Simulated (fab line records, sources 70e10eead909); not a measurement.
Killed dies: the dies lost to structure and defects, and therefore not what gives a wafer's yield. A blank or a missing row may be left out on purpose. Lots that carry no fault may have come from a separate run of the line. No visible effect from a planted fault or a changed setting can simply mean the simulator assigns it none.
8D (eight disciplines) problem report, filled in by code ; flow nand harc ; the parts of the form that need people (team, actions taken, sign-off) are left out

## 1. THE PROBLEM
Wafers without a fault read 997 nm, standard deviation 12; thk nm at NHARC_A_ONON_D1_THK_MEAS_05 reads a mean of 560 nm on 2 wafers belonging to 2 lots. That is -36 standard deviations from the usual mean.
The step: measures by ellipsometry.
Seen first at day 14 14:29 on film metro-01, wafer L949.3. At this step, 42 wafers from 14 lots have a number in the record. The rule behind "out" and "out of limits": a value lying over 4 standard deviations away from the usual mean. All remaining wafers that have a number are taken as sound.

## 2. WHAT IT IS, WHAT IT ISN'T
question;is;is not
which readings at this step;thk nm;-
which lots;L949, L950;L933, L934, L935, L936, L938, L939, L942, L943, L944, L945, L946, L948
which wafers of those lots;L949.3, L950.1;L949.2, L949.6, L950.4, L950.5
read on which gauges;film metro-01, film metro-02;-
when;from day 14 14:29;"up to then (38 sound wafers); but 2 sound wafers of L950 came after"

## 3. THE SUSPECTS, EACH WITH WHAT RULES IT OUT
Counting: a tool at a process step up to the reading stays a suspect if it ran every lot that is out. Sound lots after the first of them don't rule it out here, since some wafers of a struck lot are sound.
- ruled out: the gauge at NHARC_A_ONON_D1_THK_MEAS_05. 2 gauges (film metro-01, film metro-02) read the wafers that are out.
- pecvd onon-03 at NHARC_A_ONON_D1_DEP_03 (target thk 1000 nm): kept. Ran every lot that is out, first one L949 (day 14 14:02); last sound lot up to then L945 (day 12 15:22).
The count leaves pecvd onon-03 at NHARC_A_ONON_D1_DEP_03.

## 4. THE CAUSE (what the simulator had put in)
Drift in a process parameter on pecvd onon-03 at NHARC_A_ONON_D1_DEP_03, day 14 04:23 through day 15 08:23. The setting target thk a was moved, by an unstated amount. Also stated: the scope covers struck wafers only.
This tool alone remained once counting was done.

## 5. THE EFFECT CHAIN, in route order
Each row: a reading where the mean over the struck wafers with a number is more than 3 standard deviations away from the usual. Only readings for which the record gives a usual standard deviation are gone through. hours: the time from each lot's start at the first step in this table that gives one to its start at this step, as a median over the lots. sigmas: the change in usual standard deviations.
hours;step;reading;usual;on struck wafers;change;sigmas
0;NHARC_A_ONON_D1_THK_MEAS_05;thk nm;997 nm;560;-437;-36

## 6. HOW IT WOULD HAVE BEEN CAUGHT EARLIER
10 hours passed between the start of the fault at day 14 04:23 and the first reading out of limits at a measuring or inspecting step in this record, taken at day 14 14:29.
Among the 2 lots that are out, L950 began NHARC_A_ONON_D1_DEP_03 on pecvd onon-03 after day 14 14:29. Had the tool been put on hold then, it would have been spared.
